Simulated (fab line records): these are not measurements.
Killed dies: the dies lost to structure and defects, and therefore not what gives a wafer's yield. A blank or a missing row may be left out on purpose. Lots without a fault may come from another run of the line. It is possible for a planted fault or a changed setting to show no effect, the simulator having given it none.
What tool caused it? :: flow nandHarc :: 17 wafers from 6 lots sampled at 5 of the route's 1159 steps

## WHAT EACH GAUGE READ, for each wafer
NHARC_END_SORT_01.
lot :: measured :: on :: killedAtArray

## EACH LOT AND THE TOOL THAT RAN IT (in order: tool; ch and the chambers of the sampled wafers; start)
lot: L722
NHARC_A_STAIRCASE_TRIM_14: rieDiel-01 ch 0,1,3, day 11 12:02 or earlier
NHARC_A_STAIRCASE_ETCH_188: rieDiel-11 ch 0,2,3, day 11 12:02
NHARC_A_STAIRCASE_TRIM_189: rieDiel-11 ch 0,1, no start
NHARC_A_STAIRCASE_TRIM_198: rieDiel-11 ch 0,3, no start

lot: L724
NHARC_A_STAIRCASE_TRIM_14: rieDiel-01 ch 2,3, day 11 21:40 or earlier
NHARC_A_STAIRCASE_ETCH_188: rieDiel-01 ch 0,1,2, day 11 21:40
NHARC_A_STAIRCASE_TRIM_189: rieDiel-01 ch 0,3, no start
NHARC_A_STAIRCASE_TRIM_198: rieDiel-11 ch 0,2,3, no start

lot: L727
NHARC_A_STAIRCASE_TRIM_14: rieDiel-11 ch 1,2, day 13 00:28 or earlier
NHARC_A_STAIRCASE_ETCH_188: rieDiel-01 ch 1,2, day 13 00:28
NHARC_A_STAIRCASE_TRIM_189: rieDiel-01 ch 2,3, no start
NHARC_A_STAIRCASE_TRIM_198: rieDiel-13 ch 0,1, no start

lot: L730
NHARC_A_STAIRCASE_TRIM_14: rieDiel-01 ch 0,2,3, day 13 03:42 or earlier
NHARC_A_STAIRCASE_ETCH_188: rieDiel-13 ch 1,2,3, day 13 03:42
NHARC_A_STAIRCASE_TRIM_189: rieDiel-13 ch 0,2,3, no start
NHARC_A_STAIRCASE_TRIM_198: rieDiel-11 ch 0,2,3, no start

lot: L732
NHARC_A_STAIRCASE_TRIM_14: rieDiel-11 ch 1,2, day 14 09:34 or earlier
NHARC_A_STAIRCASE_ETCH_188: rieDiel-13 ch 0,1,3, day 14 09:34
NHARC_A_STAIRCASE_TRIM_189: rieDiel-13 ch 1,2,3, no start
NHARC_A_STAIRCASE_TRIM_198: rieDiel-13 ch 0,2, no start

lot: L737
NHARC_A_STAIRCASE_TRIM_14: rieDiel-13 ch 2, day 14 23:49 or earlier
NHARC_A_STAIRCASE_ETCH_188: rieDiel-13 ch 1,3, day 14 23:49
NHARC_A_STAIRCASE_TRIM_189: rieDiel-13 ch 0, no start
NHARC_A_STAIRCASE_TRIM_198: rieDiel-01 ch 1,3, no start
- NHARC_A_STAIRCASE_TRIM_14: chemistry O2, time 211.2 s.
- NHARC_A_STAIRCASE_ETCH_188: etches the open film in C4F8/O2, target depth 100 nm, time 40.5 s.
- NHARC_A_STAIRCASE_TRIM_189: chemistry O2, time 211.2 s.
- NHARC_A_STAIRCASE_TRIM_198: chemistry O2, time 211.2 s.

## THE ANSWER, worked out from the rows above alone
Rule: usual is defined by the lots themselves. Put in order of their means at a reading, lots are off if they are a third of the lots or fewer, leave a main group of 4 or more, and stand apart from it by a gap of 3 or more times the standard deviation of the main group's means; of several such gaps the widest counts. Not used: any main group whose means are identical at the precision the tables above print for the reading. A lot without any number at a reading at which 4 lots or more have one is off too. Any other lot the step has rows for is counted as sound.
None of the lots is off at any reading shown; this tells nothing.

## WHAT THE SIMULATOR HAD PUT IN
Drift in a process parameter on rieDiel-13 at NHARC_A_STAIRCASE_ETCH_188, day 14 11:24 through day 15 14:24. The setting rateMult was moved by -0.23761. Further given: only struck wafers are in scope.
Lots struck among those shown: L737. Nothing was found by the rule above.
